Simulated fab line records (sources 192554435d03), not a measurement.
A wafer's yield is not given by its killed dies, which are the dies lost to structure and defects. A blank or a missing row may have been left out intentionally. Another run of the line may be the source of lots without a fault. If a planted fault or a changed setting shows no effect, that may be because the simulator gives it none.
Struck lot and sound lot, side by side / flow n5-finfet / 44 steps out of a route of 1938
Sound: these wafers, L192.1, L192.2, L192.3. Wafers struck: L186.2, L186.3, L186.5. The cause is given at the end.
Each step with rows lists, per side, the tool, then ch with its chambers, then its first start. Under that, the readings that differ: sound wafers / struck wafers / difference of the means / sigmas: that difference in standard deviations of wafers without a fault.
alike: a reading whose means differ by less than 2 such deviations, as well as words and numbers matching on both sides. not compared: withheld readings; readings where some wafer has no value; bounds like >300 that might hide an equal value; numbers whose values overlap and for which the record gives no deviation.
The two part at a step that has a row with sigmas, a row that says differs or no value, or rows on one side only. Numbers that don't overlap but have no deviation are shown without sigmas and don't part them. Lack of a reading on every wafer of one side parts them only where that side has two or more wafers.

first, 7 steps without rows for these wafers: N5_WELL_APT_COAT_02 (resist thk 950 nm); N5_WELL_APT_EBR_04; N5_WELL_APT_SOFTBAKE_03 (time 60 s); N5_WELL_APT_EXPOSE_05 (exposes mask NWELL, defocus 0 nm, target cd 200 nm); N5_WELL_APT_PEB_06 (peb time 90 s); N5_WELL_APT_DEVELOP_07 (develop time 45 s); N5_WELL_APT_HARDBAKE_12 (time 120 s).
N5_WELL_APT_CD_MEAS_08 targets a cd of 200 nm.
  sound on cd-sem-03 ch 0, day 5 19:44; struck on cd-sem-03 ch 0, day 4 07:41
  alike: cd-nm
N5_WELL_APT_OVL_MEAS_09:
  sound on overlay-02 ch 0, day 5 19:46; struck on overlay-02 ch 0, day 4 07:43
  alike: NWELL_OVL
N5_WELL_APT_INSPECT_10: inspects for defects (macro).
  struck on defect-inspect-02, day 4 07:44; sound on defect-inspect-01, day 5 19:47
  alike: raw-defect-count
N5_WELL_APT_DESCUM_13: chemistry O2, time 7.9 s.
  sound on rie-diel-04 ch 0,2,3, day 5 19:49; struck on rie-diel-05 ch 0,2,3, day 4 08:13
reading=throttle-valve-pct (%); sound=20.7 20.8 20.5; struck=20.5 19.7 20.0; difference=-0.6; sigmas=-2
  alike: drypump-motor-current-A, oes-product-au, rf-vpp-V, showerhead-plenum-p-Torr
  not compared: rf-hours-counter-h
next, for these wafers, 1 step has no rows: N5_WELL_APT_IMPLANT_14.
N5_WELL_APT_IMPLANT_15:
  sound on implanter-02 ch 0, day 5 20:06; struck on implanter-01 ch 0, day 4 08:31
reading=dose-ions-cm2; sound=1.4976e+13 1.499e+13 1.4993e+13; struck=9.288e+12 9.262e+12 9.265e+12; difference=-5.715e+12; sigmas=-99 or more
reading=faraday-current-uA; sound=185 192 189; struck=116 120 115; difference=-72; sigmas=-19
then, 9 steps without rows for these wafers: N5_WELL_APT_STRIP_16 (strips in SPM, time 900 s); N5_WELL_APT_HMDS_18 (time 60 s); N5_WELL_APT_COAT_19 (resist thk 950 nm); N5_WELL_APT_EBR_21; N5_WELL_APT_SOFTBAKE_20 (time 60 s); N5_WELL_APT_EXPOSE_22 (exposes mask PWELL, defocus 0 nm, target cd 200 nm); N5_WELL_APT_PEB_23 (peb time 90 s); N5_WELL_APT_DEVELOP_24 (develop time 45 s); N5_WELL_APT_HARDBAKE_29 (time 120 s).
N5_WELL_APT_CD_MEAS_25 targets a cd of 200 nm.
  sound on cd-sem-01 ch 0, day 5 21:06; struck on cd-sem-01 ch 0, day 4 09:29
  alike: cd-nm
N5_WELL_APT_OVL_MEAS_26:
  sound on overlay-02 ch 0, day 5 21:09; struck on overlay-02 ch 0, day 4 09:31
  alike: PWELL_OVL
N5_WELL_APT_INSPECT_27: inspects for defects (macro).
  struck on defect-inspect-01, day 4 09:33; sound on defect-inspect-01, day 5 21:11
  alike: raw-defect-count
N5_WELL_APT_DESCUM_30: chemistry O2, time 7.9 s.
  sound on rie-diel-04 ch 1,2,3, day 5 21:13; struck on rie-diel-05 ch 1,2,3, day 4 09:35
  alike: drypump-motor-current-A, oes-product-au, rf-vpp-V, showerhead-plenum-p-Torr, throttle-valve-pct
  not compared: rf-hours-counter-h
then, 3 steps without rows for these wafers: N5_WELL_APT_IMPLANT_31; N5_WELL_APT_IMPLANT_32; N5_WELL_APT_STRIP_33 (strips in SPM, time 900 s).
N5_WELL_APT_RTA_34: time 10 s.
  sound on rtp-anneal-02 ch 0, day 5 22:16; struck on rtp-anneal-02 ch 0, day 4 10:38
  alike: lamp-power-pct, lamp_zone_1_pct, wafer_temp_C_max
then, 4 steps without rows for these wafers: N5_WELL_APT_OXIDE_STRIP_42 (strips SiO2 in dHF, time 45 s, target depth 12 nm); N5_WELL_APT_PRECLEAN_36 (cleans in O3/DIW, time 45 s); N5_WELL_APT_PRECLEAN_39 (cleans in dHF, time 60 s); N5_WELL_APT_SRD_37 (time 30 s).
N5_WELL_APT_EPI_41: deposits Si from SiH4/H2, target thk 50 nm, time 297.7 s.
  sound on epi-rpcvd-03 ch 0, day 5 22:31; struck on epi-rpcvd-04 ch 0, day 4 10:57
  alike: lamp-inner-pct, throttle-valve-pct
N5_WELL_APT_INSPECT_38: inspects for defects (darkfield).
  struck on defect-inspect-01, day 4 11:29; sound on defect-inspect-02, day 5 23:21
  alike: raw-defect-count
N5_PMOS_HMC_CHANNEL_EPI_HM_DEP_34: deposits SiO2 from TEOS/O2, target thk 36 nm, time 6.9 s.
  sound on pecvd-03 ch 0,1,2, day 5 23:23; struck on pecvd-03 ch 1,2, day 4 11:32
  alike: heater-power-w, showerhead-plenum-p-Torr, throttle-valve-pct
then, 5 steps without rows for these wafers: N5_PMOS_HMC_CHANNEL_EPI_COAT_31 (time 60 s, resist thk 66 nm); N5_PMOS_HMC_CHANNEL_EPI_COAT_03 (resist thk 205 nm); N5_PMOS_HMC_CHANNEL_EPI_EBR_05; N5_PMOS_HMC_CHANNEL_EPI_SOFTBAKE_04 (time 60 s); N5_PMOS_HMC_CHANNEL_EPI_EXPOSE_06 (exposes mask PMOS HMC BLK, target cd 240 nm).
-- a jump in the record: the struck wafers' starts before and after are 6 days apart (it breaks off in module PMOS_HMC_CHANNEL_EPI and resumes in module BEOL_M4, where the first step shown is number 1111 of the route) --
N5_BEOL_M4_RC_MEAS_101:
  sound on prober-02 ch 0, day 12 04:13; struck on prober-02 ch 0, day 10 21:56
reading=CJ_P; sound=5.76 5.59 5.72; struck=4.61 4.66 4.70; difference=-1.03; sigmas=-6
  alike: DIBL_N, DIBL_P, IOFF_N, IOFF_P, ION_N, ION_P, SS_N, SS_P, VT_N, VT_P
next, for these wafers, 1 step has no rows: N5_PASSIVATION_PROBE_49.

== WHERE THEY PART ==
Last at N5_BEOL_M4_RC_MEAS_101 as far as this record goes, first at N5_WELL_APT_DESCUM_13.

WHY: what had been put in by the simulator
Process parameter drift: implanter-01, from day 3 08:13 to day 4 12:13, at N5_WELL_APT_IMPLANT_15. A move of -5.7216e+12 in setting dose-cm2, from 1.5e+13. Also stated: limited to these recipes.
